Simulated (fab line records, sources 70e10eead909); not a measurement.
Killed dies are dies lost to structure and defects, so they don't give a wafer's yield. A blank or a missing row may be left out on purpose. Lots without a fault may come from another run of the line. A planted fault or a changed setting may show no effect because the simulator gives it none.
Chamber matching | flow nand_harc | NHARC_A_STAIRCASE_DESCUM_168 on rie_diel-06: 4 sister chambers
The step chemistry O2, time 3 s. 8 wafers are shown with their chamber, then 10 later ones without.

WAFERS WITH THEIR CHAMBER
wafer  | chamber | showerhead_plenum_p_Torr (Torr) | drypump_motor_current_A (A)
L080.1 | 2       | 2.07                            | 6.4
L085.2 | 2       | 2.06                            | 6.4
L085.6 | 3       | 1.85                            | 6.2
L088.2 | 3       | 1.85                            | 6.2
L088.5 | 1       | 1.81                            | 5.6
L088.6 | 0       | 1.85                            | 6.1
L089.2 | 0       | 1.85                            | 6.1
L089.4 | 1       | 1.81                            | 5.5

WAFERS WITHOUT THEIR CHAMBER
wafer  | showerhead_plenum_p_Torr (Torr) | drypump_motor_current_A (A)
L089.5 | 1.81                            | 5.5
L093.1 | 1.81                            | 5.6
L093.2 | 1.84                            | 6.2
L093.5 | 1.85                            | 6.1
L096.1 | 2.05                            | 6.3
L096.4 | 1.84                            | 6.1
L096.6 | 1.84                            | 6.1
L097.1 | 1.80                            | 5.5
L097.3 | 1.84                            | 6.1
L097.5 | 1.84                            | 6.1

WHICH CHAMBER EACH WENT THROUGH
wafer  | from the rows above     | in truth
L089.5 | 1                       | 1
L093.1 | 1                       | 1
L093.2 | can't be placed: 3 or 0 | 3
L093.5 | 0                       | 0
L096.1 | 2                       | 2
L096.4 | can't be placed: 0 or 3 | 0
L096.6 | can't be placed: 0 or 3 | 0
L097.1 | 1                       | 1
L097.3 | can't be placed: 0 or 3 | 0
L097.5 | can't be placed: 0 or 3 | 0
Placed correctly: 5 of 10. Can't be placed from these rows: 5 (the true chamber is among the candidates in 5). Placed wrongly: 0.
How it was worked out, from the rows above alone: a wafer's distance from a chamber is the root of the sum, over the readings, of the square of ((its reading less the chamber's mean) divided by the reading's scatter). The wafer belongs to the nearest chamber; if the next one is less than 2 further off, it can't be placed. A chamber's mean is the mean of its shown wafers. The scatter: the root of (the sum of the squares of (reading less its chamber's mean) over the shown wafers, divided by (wafers less chambers)).
